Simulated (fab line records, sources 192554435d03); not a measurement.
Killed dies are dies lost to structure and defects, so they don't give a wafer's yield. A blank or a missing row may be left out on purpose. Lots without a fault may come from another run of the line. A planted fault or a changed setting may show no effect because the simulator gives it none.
One fault seen from 3 desks | flow n5_finfet | each desk has only its own numbers; what lay behind them comes last

THE METROLOGY DESK
What the gauges read, lot by lot, whatever tool the lot ran on: means of the sampled wafers that have a number. A lot is out of limits, marked OUT, if its mean lies more than 4 standard deviations from the usual mean; the brackets give that distance. Of its 10 readings 7 are shown: those that lie furthest out on some lot.
Columns: A = DIBL_N at N5_BEOL_M4_RC_MEAS_101, usual 36.4 mV/V; B = DIBL_P at N5_BEOL_M4_RC_MEAS_101, usual 36 mV/V; C = IOFF_P at N5_BEOL_M4_RC_MEAS_101, usual 0.21 nA/um; D = ION_P at N5_BEOL_M4_RC_MEAS_101, usual 464 uA/um; E = SS_P at N5_BEOL_M4_RC_MEAS_101, usual 73.3 mV/dec; F = VT_N at N5_BEOL_M4_RC_MEAS_101, usual 250 mV; G = VT_P at N5_BEOL_M4_RC_MEAS_101, usual -251 mV
lot  | first seen here | A    | B  | C    | D   | E    | F   | G
L270 | day 9 14:45     | 34.4 | 33 | 0.17 | 462 | 72.0 | 251 | -253
L271 | day 10 00:55    | 34.4 | 34 | 0.16 | 459 | 72.5 | 251 | -254
L272 | day 10 10:13    | 32.5 | 32 | 0.15 | 458 | 72.9 | 257 | -255
L274 | day 10 14:48    | 37.2 | 36 | 0.22 | 461 | 73.4 | 251 | -251
L275 | day 10 19:54    | 38.3 | 38 | 0.24 | 471 | 73.5 | 251 | -249
L280 | day 11 17:33    | 36.2 | 36 | 0.21 | 452 | 73.9 | 250 | -253
L286 | day 13 10:51    | 34.9 | 33 | 0.17 | 459 | 72.3 | 253 | -254
L288 | day 14 07:22    | 39.2 | 37 | 0.21 | 457 | 73.4 | 250 | -254
L289 | day 14 07:26    | 31.1 | 31 | 0.11 | 446 | 71.4 | 258 | -261
This desk's finding: nothing out of limits on any of the 9 lots.

THE TOOL OWNER'S DESK: cvd_co-01
The tool's own readings at N5_BEOL_M1_CO_CAP_55 (material Co, precursor CCTBA/H2, target thk 2 nm, time 102.1 s): means of the sampled wafers that have a number, for each lot that ran on this tool. A lot is out of limits, marked OUT, if its mean lies more than 4 standard deviations from the usual mean; the brackets give that distance.
Columns: A = heater_power_w at N5_BEOL_M1_CO_CAP_55, usual 224 W
lot  | first seen here | A
L270 | day 7 11:05     | 241
L272 | day 8 01:28     | 198
L275 | day 9 05:52     | 230
L280 | day 10 00:35    | 259
L289 | day 12 11:35    | 230
L288 | day 12 14:52    | 244
This desk's finding: nothing out of limits on any of the 6 lots.

THE DEFECT DESK
What the inspections along the route counted, lot by lot: means of the sampled wafers that have a number. A lot is out of limits, marked OUT, if its mean lies more than 4 standard deviations from the usual mean; the brackets give that distance.
Columns: A = raw_defect_count at N5_BEOL_M1_INSPECT_59, usual 75; B = raw_defect_count at N5_BEOL_M2_INSPECT_13, usual 420; C = raw_defect_count at N5_BEOL_M2_INSPECT_30, usual 423
lot  | first seen here | A              | B   | C
L270 | day 7 11:19     | 80             | 435 | 449
L271 | day 7 22:47     | 43             | 413 | 411
L272 | day 8 01:41     | 80             | 501 | 483
L274 | day 8 20:55     | 72             | 373 | 372
L275 | day 9 06:05     | 212 (+5.7) OUT | 503 | 502
L280 | day 10 00:47    | 360 (+12) OUT  | 711 | 704
L286 | day 12 03:21    | 78             | 306 | 319
L289 | day 12 11:48    | 62             | 259 | 269
L288 | day 12 15:10    | 64             | 374 | 375
This desk's finding: out of limits on L275, L280; first on L275, day 9 06:05 (raw_defect_count at N5_BEOL_M1_INSPECT_59). In limits: L270, L271, L272, L274, L286, L289, L288.

PUT TOGETHER
The defect desk could have raised an alarm at day 9 06:05, on L275, L280.
The metrology desk saw nothing out of limits.
The tool owner's desk saw nothing out of limits.
The metrology desk has L275, L280 on record, within its limits.
The tool owner's desk has L275, L280 on record, within its limits.
Of the lots named, all ran N5_BEOL_M1_CO_CAP_55 on cvd_co-01.

WHAT THE SIMULATOR HAD PUT IN
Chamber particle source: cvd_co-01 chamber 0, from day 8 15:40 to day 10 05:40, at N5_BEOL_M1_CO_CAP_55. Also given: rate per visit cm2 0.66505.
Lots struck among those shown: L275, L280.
Hours from the fault's start to each desk's first reading out of limits: the defect desk, 14.
